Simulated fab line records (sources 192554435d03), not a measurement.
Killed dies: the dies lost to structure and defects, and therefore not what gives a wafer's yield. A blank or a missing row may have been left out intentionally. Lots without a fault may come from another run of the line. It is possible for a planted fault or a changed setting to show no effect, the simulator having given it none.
Which tool did it?    flow n5_finfet    Sampling: 16 lots, 40 wafers, 5 of 1938 route steps

== WHAT THE GAUGES READ, wafer by wafer ==
N5_START_INSPECT_01: inspects for defects (unpatterned scan). Usual: raw_defect_count reads 6 (standard deviation 3.3).
lot   measured     on                 raw_defect_count  flag
L563  day 1 12:02  defect_inspect-02  4 11 5            
L564  day 1 18:02  defect_inspect-01  0 3               
L565  day 2 00:02  defect_inspect-01  4 3 7             
L566  day 2 06:02  defect_inspect-02  8 9               
L567  day 2 12:02  defect_inspect-01  2 7               
L571  day 3 12:02  defect_inspect-01  10 5              
L572  day 3 18:02  defect_inspect-01  6 5 9             
L574  day 4 06:02  defect_inspect-01  7 5               
L576  day 4 18:02  defect_inspect-02  7 3               
L577  day 5 00:02  defect_inspect-02  3 10              
L581  day 6 00:02  defect_inspect-02  3 5 7             
L582  day 6 06:02  defect_inspect-02  5 6 4             
L583  day 6 12:02  defect_inspect-01  13 10 7           
L584  day 6 18:02  defect_inspect-02  3 6 4             
L585  day 7 00:02  defect_inspect-02  7 2 24            
L586  day 7 06:02  defect_inspect-01  6 5               

N5_ZERO_LAYER_CD_MEAS_11: target cd 2000 nm. Usual: cd_nm reads 1999.3 nm (standard deviation 2.5).
lot   measured     on         cd_nm (nm)            flag
L563  day 1 12:38  cd_sem-03  1996.5 1997.1 2000.7  
L564  day 1 18:38  cd_sem-03  1998.4 2002.5         
L565  day 2 00:38  cd_sem-01  2001.6 2000.1 2000.0  
L566  day 2 06:40  cd_sem-02  1996.6 1996.0         
L567  day 2 12:38  cd_sem-03  1998.4 1996.5         
L571  day 3 12:47  cd_sem-03  2000.8 2002.7         
L572  day 3 18:47  cd_sem-02  1998.8 2001.9 2000.7  
L574  day 4 06:39  cd_sem-03  2002.2 1996.4         
L576  day 4 18:38  cd_sem-03  1998.3 1997.5         
L577  day 5 00:38  cd_sem-02  1993.4 1998.6         
L581  day 6 00:39  cd_sem-01  1965.7 1971.1 1968.8  OFF
L582  day 6 06:40  cd_sem-01  1976.7 1973.1 1976.6  OFF
L583  day 6 12:40  cd_sem-01  1974.8 1976.9 1979.2  OFF
L584  day 6 18:38  cd_sem-03  1981.4 1985.5 1984.3  OFF
L585  day 7 00:46  cd_sem-03  1995.6 1996.2 1998.9  
L586  day 7 06:38  cd_sem-01  1999.0 1997.0         

N5_WELL_APT_INSPECT_10: inspects for defects (macro). Usual: raw_defect_count reads 2.0 (standard deviation 1.4).
lot   measured     on                 raw_defect_count  flag
L563  day 1 13:38  defect_inspect-01  1 0 3             
L564  day 1 19:44  defect_inspect-01  1 2               
L565  day 2 02:11  defect_inspect-02  4 2 0             
L566  day 2 09:12  defect_inspect-02  1 3               
L567  day 2 13:37  defect_inspect-02  0 2               
L571  day 3 13:53  defect_inspect-02  1 5               
L572  day 3 19:53  defect_inspect-01  4 4 0             
L574  day 4 07:44  defect_inspect-02  3 1               
L576  day 4 19:44  defect_inspect-02  2 2               
L577  day 5 01:46  defect_inspect-01  3 1               
L581  day 6 01:37  defect_inspect-02  4 1 2             
L582  day 6 07:50  defect_inspect-02  1 2 2             
L583  day 6 13:38  defect_inspect-02  3 0 1             
L584  day 6 19:38  defect_inspect-01  1 1 3             
L585  day 7 02:05  defect_inspect-02  0 0 3             
L586  day 7 07:44  defect_inspect-02  0 1               

== EACH LOT AND THE TOOL THAT RAN IT (in order: tool; ch and the chambers of the sampled wafers; start) ==
lot   N5_ZERO_LAYER_EXPOSE_08           N5_ZERO_LAYER_STRIP_24
L563  krf_scanner-01 ch 0, day 1 12:28  plasma_asher-02 ch 0, day 1 12:55
L564  krf_scanner-01 ch 0, day 1 18:29  plasma_asher-01 ch 0,1, day 1 18:55
L565  krf_scanner-01 ch 0, day 2 00:28  plasma_asher-02 ch 0,1, day 2 01:20
L566  krf_scanner-01 ch 0, day 2 06:29  plasma_asher-02 ch 0, day 2 08:21
L567  krf_scanner-01 ch 0, day 2 12:29  plasma_asher-02 ch 0, day 2 12:55
L571  krf_scanner-01 ch 0, day 3 12:37  plasma_asher-01 ch 1, day 3 13:02
L572  krf_scanner-02 ch 0, day 3 18:37  plasma_asher-01 ch 0,1, day 3 19:02
L574  krf_scanner-01 ch 0, day 4 06:29  plasma_asher-02 ch 0,1, day 4 06:56
L576  krf_scanner-02 ch 0, day 4 18:28  plasma_asher-01 ch 0,1, day 4 18:53
L577  krf_scanner-02 ch 0, day 5 00:28  plasma_asher-01 ch 0, day 5 00:53
L581  krf_scanner-01 ch 0, day 6 00:29  plasma_asher-01 ch 0,1, day 6 00:55
L582  krf_scanner-01 ch 0, day 6 06:29  plasma_asher-02 ch 0,1, day 6 07:00
L583  krf_scanner-01 ch 0, day 6 12:29  plasma_asher-02 ch 0,1, day 6 12:55
L584  krf_scanner-01 ch 0, day 6 18:28  plasma_asher-01 ch 0,1, day 6 18:54
L585  krf_scanner-02 ch 0, day 7 00:36  plasma_asher-01 ch 0,1, day 7 01:16
L586  krf_scanner-02 ch 0, day 7 06:28  plasma_asher-01 ch 0,1, day 7 06:53
- N5_ZERO_LAYER_EXPOSE_08: exposes mask ZERO, defocus 0 nm, target cd 2000 nm.
- N5_ZERO_LAYER_STRIP_24: strips in O2.

== AS READ BY THE TOOLS THEMSELVES (means over the sampled wafers that have a number; for cases with no such wafer, the mark the record gives instead) ==
N5_ZERO_LAYER_EXPOSE_08. Usual: exposure_dose_mJ_cm2 reads 16.198 (standard deviation 0.017).
lot   tool            exposure_dose_mJ_cm2  flag
L563  krf_scanner-01  16.206                
L564  krf_scanner-01  16.213                
L565  krf_scanner-01  16.194                
L566  krf_scanner-01  16.227                
L567  krf_scanner-01  16.208                
L571  krf_scanner-01  16.188                
L572  krf_scanner-02  16.190                
L574  krf_scanner-01  16.208                
L576  krf_scanner-02  16.188                
L577  krf_scanner-02  16.184                
L581  krf_scanner-01  13.774                OFF
L582  krf_scanner-01  14.257                OFF
L583  krf_scanner-01  14.639                OFF
L584  krf_scanner-01  14.969                OFF
L585  krf_scanner-02  16.196                
L586  krf_scanner-02  16.202                

N5_ZERO_LAYER_STRIP_24. Usual: drypump_motor_current_A 5.8 A, standard deviation 0.34; heater_power_w 327 W, standard deviation 25; oes_product_au 0.647 a.u., standard deviation 0.0046; strip_time_to_endpoint_s 43.82 s, standard deviation 0.099.
lot   tool             drypump_motor_current_A (A)  heater_power_w (W)  oes_product_au (a.u.)  strip_time_to_endpoint_s (s)  flag
L563  plasma_asher-02  6.0                          359                 0.646                  43.71                         
L564  plasma_asher-01  5.8                          326                 0.649                  43.76                         
L565  plasma_asher-02  5.7                          326                 0.649                  43.65                         
L566  plasma_asher-02  6.0                          356                 0.643                  43.69                         
L567  plasma_asher-02  6.0                          356                 0.651                  43.66                         
L571  plasma_asher-01  5.3                          338                 0.647                  43.75                         
L572  plasma_asher-01  5.6                          325                 0.648                  43.75                         
L574  plasma_asher-02  5.8                          336                 0.643                  43.77                         
L576  plasma_asher-01  5.8                          325                 0.647                  43.81                         
L577  plasma_asher-01  6.2                          308                 0.643                  43.79                         
L581  plasma_asher-01  5.7                          326                 0.646                  43.92                         
L582  plasma_asher-02  5.7                          319                 0.641                  43.92                         
L583  plasma_asher-02  5.9                          341                 0.640                  43.76                         
L584  plasma_asher-01  5.6                          326                 0.650                  43.83                         
L585  plasma_asher-01  5.6                          330                 0.646                  43.79                         
L586  plasma_asher-01  5.8                          314                 0.649                  43.91                         

== THE ANSWER, worked out from the rows above alone ==
Rule: a lot counts as off when the mean over its wafers that have a number is more than 3 standard deviations away from the usual mean. A lot without any number at a reading at which 4 lots or more have one is off too. The other lots that the step has rows for count as sound. Order of review: gauges by route order, followed by the tools' own readings, for which a lot's mean as printed above is used. At the first step where some lot is off, the reading lying furthest off is the one used; lots without a number count as furthest.
Off, at N5_ZERO_LAYER_CD_MEAS_11 on cd_nm: L581, L582, L583, L584.
If a tool, at a process step before that reading, ran all the lots that are off and no sound lot after the first of them, it fits. Not tried: the gauges at N5_ZERO_LAYER_CD_MEAS_11; whatever is off there is also off at N5_ZERO_LAYER_EXPOSE_08, on other tools, and gauge error can't account for it. One fits: N5_ZERO_LAYER_EXPOSE_08 on krf_scanner-01. Its last sound lot is L574 (day 4 06:29), its first lot that is off L581 (day 6 00:29): a fault that began between those two fits.
On the lots that are off, the tool's own readings at N5_ZERO_LAYER_EXPOSE_08 differ by more than 5 times the standard deviation of the sound lots' means, which bears it out; exposure_dose_mJ_cm2 reads 14.410 there versus 16.200 on the sound lots.

== WHAT THE SIMULATOR PUT IN ==
Drift in process parameters on krf_scanner-01 at N5_ZERO_LAYER_EXPOSE_08, starting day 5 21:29. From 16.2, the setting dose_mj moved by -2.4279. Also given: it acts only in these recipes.
Shown lots that were struck: L581, L582, L583, L584. This agrees with what the rule above found.
